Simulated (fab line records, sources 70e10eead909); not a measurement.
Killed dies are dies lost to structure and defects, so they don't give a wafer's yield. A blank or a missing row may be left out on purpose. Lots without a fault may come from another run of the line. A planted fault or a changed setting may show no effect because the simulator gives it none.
Which tool did it? | flow nand_harc | 14 lots, 42 wafers sampled, at 5 steps of a route of 1159

WHAT THE GAUGES READ, wafer by wafer
NHARC_END_SORT_01.
lot  | measured     | on        | killed_at_array | killed_at_other | killed_at_periphery | killed_dies | killed_open | killed_short
L165 | day 20 03:46 | prober-02 | 189 191 197     | 1 2 0           | 1 2 3               | 191 195 200 | 4 3 0       | 3 0 0
L166 | day 20 12:20 | prober-01 | 180 175 183     | 1 1 0           | 5 3 7               | 186 179 190 | 6 2 6       | 2 2 4
L167 | day 20 23:23 | prober-01 | 202 176 198     | 0 2 0           | 2 3 4               | 204 181 202 | 3 3 6       | 3 1 2

WHICH TOOL RAN EACH LOT (tool, then ch and the chambers of the sampled wafers, then the start)
lot  | NHARC_A_SOURCE_PLATE_PVD_04  | NHARC_HYBRID_BOND_ACTIVATE_00      | NHARC_THIN_TSV_PVD_51                   | NHARC_THIN_TSV_CMP_21
L162 | pvd_sputter-02, day 7 03:08  | rie_diel-06 ch 1,2, day 18 03:22   | pvd_sputter-01, day 18 21:40 or earlier | cmp-02 ch 0,1,2, day 18 21:40
L163 | pvd_sputter-02, day 7 16:26  | rie_diel-05 ch 0,3, day 18 06:23   | pvd_sputter-02, day 19 02:02 or earlier | cmp-01 ch 0,1,3, day 19 02:02
L165 | pvd_sputter-02, day 7 16:30  | rie_diel-05 ch 1,2,3, day 18 18:34 | pvd_sputter-01, day 19 14:34 or earlier | cmp-01 ch 0,1,2, day 19 14:34
L166 | pvd_sputter-03, day 8 02:00  | rie_diel-07 ch 0,1,2, day 18 22:31 | pvd_sputter-02, day 19 13:23 or earlier | cmp-01 ch 0,2,3, day 19 13:23
L167 | pvd_sputter-02, day 8 17:35  | rie_diel-06 ch 1,2,3, day 19 15:41 | pvd_sputter-02, day 20 12:47 or earlier | cmp-03 ch 0,1,2, day 20 12:47
L171 | pvd_sputter-03, day 9 05:05  | rie_diel-05 ch 0,1,2, day 20 04:46 | pvd_sputter-01, day 20 22:11 or earlier | cmp-01 ch 0,3, day 20 22:11
L176 | pvd_sputter-01, day 10 15:00 | rie_diel-05 ch 0,2,3, day 22 02:20 | pvd_sputter-02, day 22 18:58 or earlier | cmp-01 ch 2,3, day 22 18:58
L175 | pvd_sputter-02, day 10 15:01 | rie_diel-05 ch 0,1,3, day 21 07:22 | pvd_sputter-03, day 22 08:59 or earlier | cmp-02 ch 0,1,2, day 22 08:59
L177 | pvd_sputter-03, day 10 23:26 | rie_diel-05 ch 0,1,3, day 22 10:59 | pvd_sputter-03, day 23 06:16 or earlier | cmp-01 ch 0,2,3, day 23 06:16
L178 | pvd_sputter-03, day 11 03:38 | rie_diel-06 ch 0,2,3, day 22 06:08 | pvd_sputter-01, day 23 07:19 or earlier | cmp-03 ch 0,1,3, day 23 07:19
L180 | pvd_sputter-02, day 11 19:48 | rie_diel-05 ch 0,1, day 23 12:59   | pvd_sputter-01, day 24 05:41 or earlier | cmp-01 ch 2,3, day 24 05:41
L181 | pvd_sputter-01, day 12 00:56 | rie_diel-05 ch 0,3, day 23 05:29   | pvd_sputter-02, day 23 23:40 or earlier | cmp-01 ch 0,2,3, day 23 23:40
L183 | pvd_sputter-01, day 12 06:44 | rie_diel-07 ch 0,1,2, day 22 21:35 | pvd_sputter-03, day 23 12:07 or earlier | cmp-01 ch 1,2,3, day 23 12:07
L184 | pvd_sputter-02, day 12 18:03 | rie_diel-05 ch 0,1,2, day 23 18:06 | pvd_sputter-03, day 24 14:07 or earlier | cmp-03 ch 0,1, day 24 14:07
- NHARC_A_SOURCE_PLATE_PVD_04: deposits WSi2, target thk 50 nm.
- NHARC_HYBRID_BOND_ACTIVATE_00: chemistry N2, time 60 s.
- NHARC_THIN_TSV_PVD_51: deposits Cu, target thk 100 nm.
- NHARC_THIN_TSV_CMP_21: polishes, t overpolish 30 s, target thk 2000 nm.

WHAT THE TOOLS THEMSELVES READ (means of the sampled wafers that have a number; where no wafer has one, the mark that the record gives instead)
NHARC_HYBRID_BOND_ACTIVATE_00.
lot  | tool        | drypump_motor_current_A (A) | oes_product_au (a.u.) | rf_vpp_V (V) | showerhead_plenum_p_Torr (Torr)
L162 | rie_diel-06 | 5.3                         | 1.012                 | 64.8         | 1.81
L163 | rie_diel-05 | 5.4                         | 0.993                 | 63.8         | 1.73
L165 | rie_diel-05 | 5.7                         | 0.995                 | 63.5         | 1.73
L166 | rie_diel-07 | 5.6                         | 1.003                 | 64.6         | 1.80
L167 | rie_diel-06 | 5.1                         | 0.994                 | 64.4         | 1.84
L171 | rie_diel-05 | 5.7                         | 0.996                 | 64.7         | 1.77
L176 | rie_diel-05 | 5.7                         | 1.002                 | 64.0         | 1.75
L175 | rie_diel-05 | 5.5                         | 0.991                 | 63.6         | 1.70
L177 | rie_diel-05 | 5.4                         | 0.991                 | 63.7         | 1.69
L178 | rie_diel-06 | 5.0                         | 1.002                 | 64.9         | 1.86
L180 | rie_diel-05 | 5.3                         | 0.999                 | 63.2         | 1.74
L181 | rie_diel-05 | 5.4                         | 1.003                 | 64.7         | 1.72
L183 | rie_diel-07 | 5.6                         | 0.999                 | 65.4         | 1.79
L184 | rie_diel-05 | 5.6                         | 1.001                 | 64.7         | 1.77

NHARC_THIN_TSV_PVD_51.
lot  | tool           | throttle_valve_pct (%)
L162 | pvd_sputter-01 | 30.5
L163 | pvd_sputter-02 | 30.8
L165 | pvd_sputter-01 | 30.8
L166 | pvd_sputter-02 | 29.2
L167 | pvd_sputter-02 | 30.7
L171 | pvd_sputter-01 | 29.8
L176 | pvd_sputter-02 | 30.0
L175 | pvd_sputter-03 | 29.7
L177 | pvd_sputter-03 | 29.8
L178 | pvd_sputter-01 | 31.1
L180 | pvd_sputter-01 | 30.8
L181 | pvd_sputter-02 | 29.9
L183 | pvd_sputter-03 | 30.0
L184 | pvd_sputter-03 | 29.9

NHARC_THIN_TSV_CMP_21.
lot  | tool   | motor_current_A (A) | overpolish_run_s (s)
L162 | cmp-02 | 12.1                | 30.001
L163 | cmp-01 | 12.1                | 30.000
L165 | cmp-01 | 12.1                | 30.005
L166 | cmp-01 | 11.6                | 29.994
L167 | cmp-03 | 12.5                | 29.993
L171 | cmp-01 | 11.9                | 30.002
L176 | cmp-01 | 11.3                | 30.002
L175 | cmp-02 | 11.8                | 29.985
L177 | cmp-01 | 11.3                | 29.992
L178 | cmp-03 | 12.3                | 30.003
L180 | cmp-01 | 11.7                | 30.005
L181 | cmp-01 | 12.0                | 30.002
L183 | cmp-01 | 11.7                | 29.997
L184 | cmp-03 | 12.8                | 29.998

THE ANSWER, worked out from the rows above alone
Rule: what is usual is taken from the lots themselves. Put in order of their means at a reading, lots are off if they are a third of the lots or fewer, leave a main group of 4 or more, and stand apart from it by a gap of 3 or more times the standard deviation of the main group's means; of several such gaps the widest counts. A main group whose means are all the same, to the digits that the tables above print for the reading, isn't used. A lot without any number at a reading at which 4 lots or more have one is off too. The other lots that the step has rows for count as sound. The gauges are gone through in route order, then the tools' own readings, and for those a lot's mean is taken as printed above. The first step at which some lot is off is used, and at that step the reading that is off furthest; a lot without a number counts as furthest.
No lot is off at any reading shown: from this, nothing can be told.

WHAT THE SIMULATOR HAD PUT IN
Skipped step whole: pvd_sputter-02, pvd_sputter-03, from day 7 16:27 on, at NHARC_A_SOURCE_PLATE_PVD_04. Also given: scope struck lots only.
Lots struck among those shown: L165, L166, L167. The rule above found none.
